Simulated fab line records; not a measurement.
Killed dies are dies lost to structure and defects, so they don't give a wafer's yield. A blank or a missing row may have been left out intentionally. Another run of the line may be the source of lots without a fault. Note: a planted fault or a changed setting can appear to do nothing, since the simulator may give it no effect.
Comparing a struck lot with a sound one ; flow nand_harc ; 13 out of 1159 route steps
Sound: these wafers, L460.1, L460.3, L460.5. Struck: wafer L450.1. (L450.3 of the same lot was not struck and is left out.) The cause comes at the end.
Each step with rows lists, per side, the tool, then ch with its chambers, then its first start. Under that, the readings that differ: sound wafers ; struck wafers ; difference of the means ; sigmas: that difference in standard deviations of wafers without a fault.
alike: readings with means less than 2 such deviations apart, plus words and numbers identical on both sides. not compared: withheld readings, readings lacking a value on some wafer, bounds such as >300 that could conceal the same value, and numbers that have no deviation in the record and whose values overlap.
A row with sigmas, a row that says differs or no value, or rows on one side alone: a step with any of these is where the two part. Numbers that don't overlap but have no deviation are shown without sigmas and don't part them. A reading missing from all wafers of one side parts the sides only when that side holds two or more wafers.

NHARC_A_SOURCE_PLATE_THK_MEAS_06: measures by ellipsometry.
  sound on film_metro-02, day 12 20:28; struck on film_metro-02, day 10 17:41
reading;sound;struck;difference;sigmas
thk_nm (nm);199.5 198.8 199.2;202.9;+3.7;+2
NHARC_A_SOURCE_PLATE_INSPECT_08:
  sound on defect_inspect-02, day 12 20:34; struck on defect_inspect-02, day 10 17:47
  alike: raw_defect_count
then NHARC_A_ONON_D1_DEP_00 (target thk 1000 nm), 1 step lacking rows for these wafers.
NHARC_A_ONON_D1_THK_MEAS_02: measures by ellipsometry.
  sound on film_metro-01, day 12 21:08; struck on film_metro-02, day 10 18:22
  alike: thk_nm
then NHARC_A_ONON_D1_DEP_03 (target thk 1000 nm), 1 step lacking rows for these wafers.
NHARC_A_ONON_D1_THK_MEAS_05: measures by ellipsometry.
  sound on film_metro-02, day 12 21:42; struck on film_metro-01, day 10 18:56
  alike: thk_nm
then NHARC_A_ONON_D1_DEP_06 (target thk 1000 nm), 1 step lacking rows for these wafers.
NHARC_A_ONON_D1_THK_MEAS_08: measures by ellipsometry.
  sound on film_metro-02, day 12 22:16; struck on film_metro-01, day 10 19:29
  alike: thk_nm
then NHARC_A_ONON_D1_DEP_09 (target thk 1000 nm), 1 step lacking rows for these wafers.
NHARC_A_ONON_D1_THK_MEAS_11: measures by ellipsometry.
  sound on film_metro-01, day 12 22:49; struck on film_metro-01, day 10 20:04
  alike: thk_nm
NHARC_A_ONON_D1_DEP_12: target thk 1000 nm.
  sound on pecvd_onon-03 ch 0, day 12 22:53; struck on pecvd_onon-03 ch 0, day 10 20:07
  alike: sih4_flow_sccm
NHARC_A_ONON_D1_THK_MEAS_14: measures by ellipsometry.
  sound on film_metro-01, day 12 23:23; struck on film_metro-01, day 10 20:38
reading;sound;struck;difference;sigmas
thk_nm (nm);1015 1013 1013;657;-357;-41
then, 1 step without rows for these wafers: NHARC_A_ONON_D1_ANNEAL_15 (time 3600 s).

## WHERE THEY PART
At NHARC_A_SOURCE_PLATE_THK_MEAS_06 first; at NHARC_A_ONON_D1_THK_MEAS_14 last (within this record only).

WHY: whatever the simulator had introduced
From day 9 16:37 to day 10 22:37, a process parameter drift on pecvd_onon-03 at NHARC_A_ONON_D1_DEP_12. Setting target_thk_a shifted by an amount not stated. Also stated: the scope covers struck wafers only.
